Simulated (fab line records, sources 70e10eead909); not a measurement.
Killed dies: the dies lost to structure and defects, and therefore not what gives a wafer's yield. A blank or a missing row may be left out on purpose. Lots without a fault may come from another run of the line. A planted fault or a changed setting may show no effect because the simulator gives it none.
A struck lot beside a sound one | flow nandHarc | 40 out of 1159 route steps
Sound: these wafers, L490.1, L490.2, L490.5. Struck: wafer L502.4 (L502.1, L502.3, from the same lot, were not struck and are left out); the cause is given at the end.
At each step with rows: each side's tool, then ch and its chambers, then its first start. Under that, the readings that differ: sound wafers | struck wafers | difference of the means | sigmas: that difference in standard deviations of wafers without a fault.
alike: same words and numbers on both sides, and readings whose means sit less than 2 such deviations apart. not compared: any withheld reading, any reading some wafer has no value for, any bound like >300 that may hide the same value, and any number with overlapping values for which the record gives no deviation.
Wherever a step has rows on one side only, a row that says differs or no value, or a row with sigmas, the two part there. Numbers that don't overlap but have no deviation are shown without sigmas and don't part them. A reading missing from all wafers of one side parts the sides only when that side holds two or more wafers.

first, 5 steps without rows for these wafers: NHARC_P_CONTACT_DESCUM_17 (chemistry O2, time 3 s); NHARC_P_CONTACT_ETCH_35 (etches the open film in CF4, target depth 39 nm, time 65 s); NHARC_P_CONTACT_ETCH_36 (etches the open film in N2/H2, target depth 260 nm, time 406.25 s); NHARC_P_CONTACT_ETCH_18 (etches the open film in C4F8/O2/Ar, target depth 481 nm, time 240.5 s); NHARC_P_CONTACT_STRIP_37 (strips in C4F8/O2/Ar).
NHARC_P_CONTACT_ETCH_31: etches the open film in CH3F/O2, target depth 30 nm, time 85.7 s.
  sound: rieDiel-11 ch 0,1,3; struck: rieDiel-02 ch 3
  alike: biasW, drypumpMotorCurrentA, mfcArSccm, oesProductAu, rfFwdPowerW, rfVppV, showerheadPlenumPTorr, throttleValvePct
  not compared: rfHoursCounterH
NHARC_P_CONTACT_CD_MEAS_19:
  sound on cdSem-01, day 6 01:16; struck on cdSem-03, day 9 09:41
reading   | sound          | struck | difference | sigmas
cdNm (nm) | 91.6 86.2 88.3 | 94.3   | +5.6       | +3
then, 5 steps without rows for these wafers: NHARC_P_CONTACT_STRIP_28 (strips in O2); NHARC_P_CONTACT_STRIP_29 (strips in post etch residue remover, time 1200 s); NHARC_P_CONTACT_DEGAS_38 (time 60 s); NHARC_P_CONTACT_PRE_CLEAN_39 (time 19.5 s); NHARC_P_CONTACT_PVD_32 (deposits Ti, target thk 5 nm, time 17.7 s).
NHARC_P_CONTACT_ALD_22: deposits TiN, target thk 3 nm, pulse time 1 s, ald cycles 150.
  sound on aldMetal-01 ch 1,2,3, day 6 02:15; struck on aldMetal-01 ch 3, day 9 10:40
  alike: heaterPowerW, precursorPulseHeightRel
  not compared: sinceWetCleanH
then, 13 steps without rows for these wafers: NHARC_P_CONTACT_CVD_23 (deposits W, target thk 200 nm, time 557 s); NHARC_P_CONTACT_CMP_24 (polishes, t overpolish 30 s, target thk 200 nm); NHARC_P_CONTACT_SRD_26; NHARC_P_M0_DEP_00 (deposits SiOC, target thk 150 nm); NHARC_P_M0_DEHYDRATE_01 (time 120 s); NHARC_P_M0_HMDS_02 (time 30 s); NHARC_P_M0_COAT_33 (time 65 s); NHARC_P_M0_COAT_03 (resist thk 90 nm); NHARC_P_M0_SOFTBAKE_04 (time 55 s); NHARC_P_M0_EBR_05; NHARC_P_M0_EXPOSE_06 (exposes mask P M0, target cd 90 nm); NHARC_P_M0_PEB_07 (peb time 65 s); NHARC_P_M0_DEVELOP_08 (develop time 35 s).
NHARC_P_M0_CD_MEAS_09: the cd target is 90 nm.
  sound on cdSem-01 ch 0, day 6 06:09; struck on cdSem-02 ch 0, day 9 19:24
reading   | sound          | struck | difference | sigmas
cdNm (nm) | 90.7 89.5 91.5 | 88.8   | -1.8       | -2
NHARC_P_M0_OVL_MEAS_10: pitch 180 nm.
  sound on overlay-01, day 6 06:14; struck on overlay-02, day 9 19:29
reading         | sound       | struck | difference | sigmas
overlayYNm (nm) | 0.6 0.6 1.4 | -1.4   | -2.3       | -2
  alike: overlayXNm
then, 1 step without rows for these wafers: NHARC_P_M0_DESCUM_14 (chemistry O2, time 3 s).
NHARC_P_M0_ETCH_34: etches the open film in N2/H2, target depth 40 nm, overetch 12 nm, time 43.94 s.
  sound on rieDiel-09 ch 0,1, day 6 06:25; struck on rieDiel-08 ch 1, day 9 19:41
reading                      | sound             | struck | difference | sigmas
rfVppV (V)                   | 431.1 433.0 434.2 | 427.7  | -5.1       | -2
showerheadPlenumPTorr (Torr) | 2.09 2.13 2.13    | 1.96   | -0.16      | -2
  alike: biasW, drypumpMotorCurrentA, h2FlowSccm, mfcArSccm, oesProductAu, rfFwdPowerW, throttleValvePct
  not compared: rfHoursCounterH
then, 1 step without rows for these wafers: NHARC_P_M0_ETCH_15 (etches the open film in C4F8/Ar, target depth 150 nm, overetch 15 nm, time 82.5 s).
NHARC_P_M0_CD_MEAS_16:
  sound on cdSem-02, day 6 06:38; struck on cdSem-02, day 9 19:54
reading   | sound          | struck | difference | sigmas
cdNm (nm) | 89.6 90.0 91.8 | 87.1   | -3.4       | -3
NHARC_P_M0_STRIP_18: strips in N2/H2.
  sound on rieDiel-03 ch 0,1,2, day 6 06:44; struck on rieDiel-09 ch 2, day 9 19:59
reading              | sound                | struck | difference | sigmas
rfVppV (V)           | 90.3 91.0 91.4       | 88.7   | -2.2       | -2
throttleValvePct (%) | 14.164 14.178 14.166 | 14.192 | +0.023     | +2
  alike: drypumpMotorCurrentA, h2FlowSccm, mfcArSccm, oesProductAu, rfFwdPowerW, showerheadPlenumPTorr
  not compared: rfHoursCounterH
then, 1 step without rows for these wafers: NHARC_P_M0_STRIP_19 (strips in post etch residue remover, time 600 s).
NHARC_P_M0_DEGAS_28: time 60 s.
  sound on pvdSputter-01, day 6 07:17; struck on pvdSputter-03, day 9 20:32
  alike: heaterPowerW
then, 1 step without rows for these wafers: NHARC_P_M0_PRE_CLEAN_29 (time 30 s).
NHARC_P_M0_PVD_20: deposits TaN, target thk 5 nm, time 8.06 s.
  sound on pvdSputter-01; struck on pvdSputter-03
  alike: substrateTempC, throttleValvePct
then, 2 steps without rows for these wafers: NHARC_P_M0_PVD_21 (deposits Cu, target thk 30 nm, time 20.49 s); NHARC_P_M0_ECD_22 (material Cu, target thk 400 nm).
-- record jumps: 13 days between struck wafers' starts before vs after; left off in module P_M0, resumes in module END, first step shown is number 1159 of the route --
NHARC_END_SORT_01:
  here the record holds rows for the struck wafers (prober-02 ch 0, day 23 04:22) but none for the sound ones

== WHERE THEY PART ==
Last at NHARC_END_SORT_01 as far as this record goes, first at NHARC_P_CONTACT_CD_MEAS_19.

WHY: what the simulator had put in
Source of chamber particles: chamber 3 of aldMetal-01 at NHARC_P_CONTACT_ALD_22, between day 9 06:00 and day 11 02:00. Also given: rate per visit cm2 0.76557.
